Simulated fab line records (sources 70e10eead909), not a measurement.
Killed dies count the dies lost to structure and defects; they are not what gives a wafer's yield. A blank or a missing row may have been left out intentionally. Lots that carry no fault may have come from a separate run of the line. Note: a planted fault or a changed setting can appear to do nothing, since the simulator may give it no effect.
The tool behind it: which one? + flow nandHarc + Sampling: 15 lots, 45 wafers, 2 of 1302 route steps

## WHAT THE GAUGES SHOWED, per wafer
NHARC_A_CONTACT_OVL_MEAS_43. Usual: overlayXNm -0.1 nm, standard deviation 0.83; overlayYNm 0.1 nm, standard deviation 0.74.
| lot  | measured     | on         | overlayXNm (nm) | overlayYNm (nm) | flag |
|------|--------------|------------|-----------------|-----------------|------|
| L505 | day 21 16:33 | overlay-01 | 0.2 -0.3 0.3    | 0.2 0.2 0.3     |      |
| L508 | day 22 09:52 | overlay-01 | -0.6 -0.5 0.0   | 0.6 1.1 1.0     |      |
| L510 | day 22 10:04 | overlay-02 | -0.7 -0.8 -0.2  | 0.6 0.9 0.4     |      |
| L509 | day 22 17:17 | overlay-01 | -2.1 -2.2 -2.0  | -1.4 -0.8 -1.1  |      |
| L507 | day 22 18:02 | overlay-01 | -0.7 -1.6 -1.3  | -0.8 -0.9 -0.6  |      |
| L511 | day 23 10:14 | overlay-02 | -1.6 -1.5 -0.7  | 0.2 0.5 0.2     |      |
| L516 | day 25 18:50 | overlay-01 | - - -           | - - -           | OFF  |
| L518 | day 26 13:23 | overlay-01 | - - -           | - - -           | OFF  |
| L519 | day 27 10:36 | overlay-02 | - - -           | - - -           | OFF  |
| L520 | day 27 11:01 | overlay-02 | 0.7 0.8 0.9     | 1.0 0.7 0.3     |      |
| L525 | day 29 04:58 | overlay-01 | 0.0 -0.4 -0.2   | 0.7 0.6 0.3     |      |
| L524 | day 29 06:31 | overlay-02 | 0.1 0.2 0.3     | 0.1 -0.1 -0.1   |      |
| L527 | day 30 10:49 | overlay-02 | 0.3 0.1 0.1     | 0.8 1.0 0.9     |      |
| L526 | day 31 06:38 | overlay-02 | -0.6 0.1 0.2    | 0.1 -0.9 -0.6   |      |
| L528 | day 31 15:04 | overlay-02 | 0.2 0.4 0.8     | 0.4 0.6 0.4     |      |

## WHAT TOOL EACH LOT RAN ON (gives the tool, then ch and the chambers of the sampled wafers, and finally the start)
| lot  | NHARC_A_CONTACT_PEB_40           |
|------|----------------------------------|
| L505 | lithoTrack-04 ch 0, day 21 16:23 |
| L508 | lithoTrack-06 ch 0, day 22 09:41 |
| L510 | lithoTrack-01 ch 0, day 22 09:53 |
| L509 | lithoTrack-06 ch 0, day 22 17:07 |
| L507 | lithoTrack-04 ch 0, day 22 17:52 |
| L511 | lithoTrack-01 ch 0, day 23 10:04 |
| L516 | lithoTrack-04, day 25 18:41      |
| L518 | lithoTrack-01, day 26 13:13      |
| L519 | lithoTrack-04, day 27 10:26      |
| L520 | lithoTrack-01 ch 0, day 27 10:51 |
| L525 | lithoTrack-01 ch 0, day 29 04:47 |
| L524 | lithoTrack-01 ch 0, day 29 06:21 |
| L527 | lithoTrack-04 ch 0, day 30 10:40 |
| L526 | lithoTrack-06 ch 0, day 31 06:28 |
| L528 | lithoTrack-06 ch 0, day 31 14:54 |
- NHARC_A_CONTACT_PEB_40: peb time 65 s.

## WHAT THE TOOLS THEMSELVES READ (means of the sampled wafers that have a number; where no wafer has one, the mark that the record gives instead)
NHARC_A_CONTACT_PEB_40. Usual: chillPlateTempC 22.97 C, standard deviation 0.11; exhaustPa 45.0 Pa, standard deviation 0.85.
| lot  | tool          | chillPlateTempC (C) | exhaustPa (Pa) | flag |
|------|---------------|---------------------|----------------|------|
| L505 | lithoTrack-04 | 22.96               | 45.0           |      |
| L508 | lithoTrack-06 | 23.04               | 45.0           |      |
| L510 | lithoTrack-01 | 22.84               | 45.5           |      |
| L509 | lithoTrack-06 | 22.95               | 43.6           |      |
| L507 | lithoTrack-04 | 22.90               | 44.6           |      |
| L511 | lithoTrack-01 | 22.96               | 44.1           |      |
| L516 | lithoTrack-04 | -                   | -              | OFF  |
| L518 | lithoTrack-01 | -                   | -              | OFF  |
| L519 | lithoTrack-04 | -                   | -              | OFF  |
| L520 | lithoTrack-01 | 23.03               | 45.2           |      |
| L525 | lithoTrack-01 | 22.91               | 45.2           |      |
| L524 | lithoTrack-01 | 23.10               | 44.4           |      |
| L527 | lithoTrack-04 | 22.89               | 45.8           |      |
| L526 | lithoTrack-06 | 23.06               | 45.1           |      |
| L528 | lithoTrack-06 | 22.94               | 44.5           |      |

## THE ANSWER, worked out from the rows above alone
Rule: a lot is off if the mean of its wafers that have a number lies more than 3 standard deviations from the usual mean. A lot without any number at a reading at which 4 lots or more have one is off too. Where the step has rows for the other lots, those lots are counted as sound. The gauges are gone through in route order, then the tools' own readings, and for those a lot's mean is taken as printed above. At the first step where some lot is off, the reading lying furthest off is the one used; lots without a number count as furthest.
Off at NHARC_A_CONTACT_OVL_MEAS_43 (overlayXNm): L516, L518, L519. Without a number there: L516, L518, L519.
A tool fits if, at a process step before that reading, it ran every lot that is off, and no sound lot after the first of them. Not tried: the gauges at NHARC_A_CONTACT_OVL_MEAS_43; whatever is off there is also off at NHARC_A_CONTACT_PEB_40, on other tools, and gauge error can't account for it. Of those tried, none fits.

## WHAT THE SIMULATOR HAD PUT IN
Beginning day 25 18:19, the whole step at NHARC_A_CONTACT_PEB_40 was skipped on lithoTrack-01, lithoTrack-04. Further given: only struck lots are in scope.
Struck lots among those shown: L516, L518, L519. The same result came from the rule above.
